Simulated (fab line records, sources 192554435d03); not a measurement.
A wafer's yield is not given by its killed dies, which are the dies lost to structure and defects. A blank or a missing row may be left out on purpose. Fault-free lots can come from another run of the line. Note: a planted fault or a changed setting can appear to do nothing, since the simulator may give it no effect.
Matching of chambers :: flow n5-finfet :: N5_BEOL_M5_ETCH_72 on rie-diel-05 has 4 sister chambers
The step etches underlayer in N2/H2, target depth 6.5 nm, time 5.2 s. 4 wafers are shown with their chamber, then 7 later ones without.

## EACH WAFER AND ITS CHAMBER
wafer: L088.2
chamber: 3
drypump-motor-current-A (A): 6.4

wafer: L088.6
chamber: 0
drypump-motor-current-A (A): 5.9

wafer: L087.1
chamber: 1
drypump-motor-current-A (A): 5.7

wafer: L087.4
chamber: 2
drypump-motor-current-A (A): 5.9

## WAFERS WHOSE CHAMBER IS MISSING
wafer: L087.5
drypump-motor-current-A (A): 5.9

wafer: L090.3
drypump-motor-current-A (A): 5.8

wafer: L090.5
drypump-motor-current-A (A): 5.9

wafer: L090.6
drypump-motor-current-A (A): 5.7

wafer: L096.1
drypump-motor-current-A (A): 6.4

wafer: L096.2
drypump-motor-current-A (A): 5.7

wafer: L096.3
drypump-motor-current-A (A): 5.8

## EACH ONE'S CHAMBER
wafer: L087.5
from the rows above: can't be placed: 0 or 2
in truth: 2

wafer: L090.3
from the rows above: can't be placed: 1 or 0 or 2
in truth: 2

wafer: L090.5
from the rows above: can't be placed: 0 or 2
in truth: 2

wafer: L090.6
from the rows above: 1
in truth: 1

wafer: L096.1
from the rows above: 3
in truth: 3

wafer: L096.2
from the rows above: 1
in truth: 1

wafer: L096.3
from the rows above: can't be placed: 1 or 0 or 2
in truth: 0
Correct placement for 3 of the 7. From these rows, 4 cannot be placed; in 4 the true chamber is one of the candidates. 0 placed wrongly.
How it was worked out, from the rows above alone: a wafer's distance from a chamber is the root of the sum, over the readings, of the square of ((its reading less the chamber's mean) divided by the reading's scatter). If the next closest chamber is less than 2 further off than the closest, the wafer can't be placed; otherwise it belongs to the closest. A chamber's mean is the mean of its shown wafers. The scatter: root of mean squared gap, hidden wafer to nearest shown wafer, with one shown wafer a chamber.
